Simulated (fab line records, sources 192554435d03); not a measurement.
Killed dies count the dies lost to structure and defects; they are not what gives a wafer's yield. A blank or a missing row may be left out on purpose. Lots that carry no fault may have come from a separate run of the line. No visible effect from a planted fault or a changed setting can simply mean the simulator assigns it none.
Lot-split experiment + flow n5Finfet + 39 wafers read across 7 lots, on a route 1938 steps long

THE SPLIT
At N5_BEOL_M9_DEP_56 (deposits SiCN from 3MS/NH3, target thk 15 nm, time 26.5 s), the setting timeS was moved away from the recipe's 26.5 s on 15 of the 39 wafers read, by -29.8% to +56.8%. For the rest of the wafers, this setting stayed at what the recipe calls for.

Reading taken at the split's own step.

THE READING
SiCN_of_BEOL_M9_DEP_56.thkNm (the simulator's own value, which no gauge read), in nm, at N5_BEOL_M9_DEP_56 (deposits SiCN from 3MS/NH3, target thk 15 nm, time 26.5 s). There is no usual value for it anywhere in the file. The 24 wafers here that ran the recipe average 15.0 nm, standard deviation 0.24 nm.

| wafer  | tool, chamber at the split | timeS as run, s | against the recipe | SiCN_of_BEOL_M9_DEP_56.thkNm, nm | against lot-mates on the recipe |
|--------|----------------------------|-----------------|--------------------|----------------------------------|---------------------------------|
| L076.1 | pecvd-01, 0                | 20.17           | -23.9%             | 11.4                             | -3.5                            |
| L076.2 | pecvd-01, 1                | 26.5            | recipe             | 14.6                             | -                               |
| L076.3 | pecvd-01, 1                | 26.5            | recipe             | 14.8                             | -                               |
| L076.4 | pecvd-01, 0                | 20.17           | -23.9%             | 11.6                             | -3.3                            |
| L076.5 | pecvd-01, 1                | 20.17           | -23.9%             | 11.2                             | -3.7                            |
| L076.6 | pecvd-01, 0                | 26.5            | recipe             | 15.2                             | -                               |
| L078.1 | pecvd-04, 1,2              | 18.61           | -29.8%             | 10.6                             | -4.5                            |
| L078.2 | pecvd-04, 1,2              | 18.61           | -29.8%             | 10.6                             | -4.5                            |
| L078.3 | pecvd-04, 0                | 26.5            | recipe             | 14.8                             | -                               |
| L078.4 | pecvd-04, 0                | 26.5            | recipe             | 15.4                             | -                               |
| L078.5 | pecvd-04, 1                | 18.61           | -29.8%             | 11                               | -4.1                            |
| L078.6 | pecvd-04, 2                | 26.5            | recipe             | 15.2                             | -                               |
| L082.1 | pecvd-04, 2                | 34.62           | +30.6%             | 18.8                             | +3.9                            |
| L082.2 | pecvd-04, 0                | 26.5            | recipe             | 15                               | -                               |
| L082.3 | pecvd-04, 1                | 26.5            | recipe             | 14.8                             | -                               |
| L082.5 | pecvd-04, 1                | 26.5            | recipe             | 14.8                             | -                               |
| L082.4 | pecvd-04, 0                | 34.62           | +30.6%             | 19.8                             | +4.9                            |
| L082.6 | pecvd-04, 2                | 34.62           | +30.6%             | 19.6                             | +4.7                            |
| L085.4 | pecvd-01, 0                | 26.5            | recipe             | 15.4                             | -                               |
| L085.5 | pecvd-01, 1                | 26.5            | recipe             | 14.8                             | -                               |
| L085.6 | pecvd-01, 2                | 26.5            | recipe             | 15.2                             | -                               |
| L087.1 | pecvd-01, 0,2              | 41.55           | +56.8%             | 23.2                             | +8.1                            |
| L087.3 | pecvd-01, 0,2              | 41.55           | +56.8%             | 23.2                             | +8.1                            |
| L087.2 | pecvd-01, 1                | 41.55           | +56.8%             | 23                               | +7.9                            |
| L087.4 | pecvd-01, 1                | 26.5            | recipe             | 14.8                             | -                               |
| L087.5 | pecvd-01, 2                | 26.5            | recipe             | 15                               | -                               |
| L087.6 | pecvd-01, 0                | 26.5            | recipe             | 15.4                             | -                               |
| L093.1 | pecvd-04, 0,1              | 26.5            | recipe             | 15.2                             | -                               |
| L093.6 | pecvd-04, 0,1              | 26.5            | recipe             | 15.2                             | -                               |
| L093.2 | pecvd-04, 1,2              | 26.5            | recipe             | 14.8                             | -                               |
| L093.3 | pecvd-04, 1,2              | 26.5            | recipe             | 14.8                             | -                               |
| L093.4 | pecvd-04, 0                | 26.5            | recipe             | 15.4                             | -                               |
| L093.5 | pecvd-04, 2                | 26.5            | recipe             | 15                               | -                               |
| L095.1 | pecvd-04, 0,1              | 26.5            | recipe             | 15                               | -                               |
| L095.5 | pecvd-04, 0,1              | 26.5            | recipe             | 15                               | -                               |
| L095.2 | pecvd-04, 1                | 38.11           | +43.8%             | 21.2                             | +6.3                            |
| L095.3 | pecvd-04, 1                | 26.5            | recipe             | 14.8                             | -                               |
| L095.4 | pecvd-04, 0                | 38.11           | +43.8%             | 21.8                             | +6.9                            |
| L095.6 | pecvd-04, 0                | 38.11           | +43.8%             | 21.6                             | +6.7                            |
If several chambers appear in one row, that row covers several wafers at once and the file leaves open which wafer was in which chamber.

FIT RESULTS
A straight line over all 39 wafers: SiCN_of_BEOL_M9_DEP_56.thkNm changes by +0.145 nm for each +1% of timeS; r = +1.00; the points scatter about the line by 0.26 nm.
The same after taking each lot's own level away (the mean of its wafers on the recipe; 39 wafers): +0.146 nm for each +1%; r = +1.00; scatter 0.25 nm.
The reading moves by 8.3 nm for the largest change in timeS, on that fit.
The lots' own levels span 14.87 to 15.13 nm, that is 1.1 times the standard deviation above.
Hence the lot-to-lot level has little effect on the slope; both slopes agree.
Check: +8.31 nm against its lot-mates is what the line predicts for one of the wafers moved furthest among these (+56.8%) when that wafer is left out of the fit. Against them it came out at +8.13 nm.

ADDITIONAL SPLITS CARRIED BY THESE WAFERS
Before the reading, these wafers also passed through other splits. Each is held against what the fit with the lots' levels taken away leaves over:
| other split on the same wafers         | wafers away from the commonest value | r with SiCN_of_BEOL_M9_DEP_56.thkNm (lot level and that fit taken away) |
|----------------------------------------|--------------------------------------|-------------------------------------------------------------------------|
| N5_BEOL_M3_TRENCH_ETCH_37 targetDepthA | 12                                   | -0.15                                                                   |
| N5_BEOL_M7_HM_DEP_02 targetThkA        | 15                                   | -0.02                                                                   |
| N5_BEOL_M8_DESCUM_33 timeS             | 15                                   | +0.16                                                                   |

THE FILE'S OWN FIT
SiCN_of_BEOL_M9_DEP_56.thkNm changes by +0.146 nm for each +1% of timeS, r = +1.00.
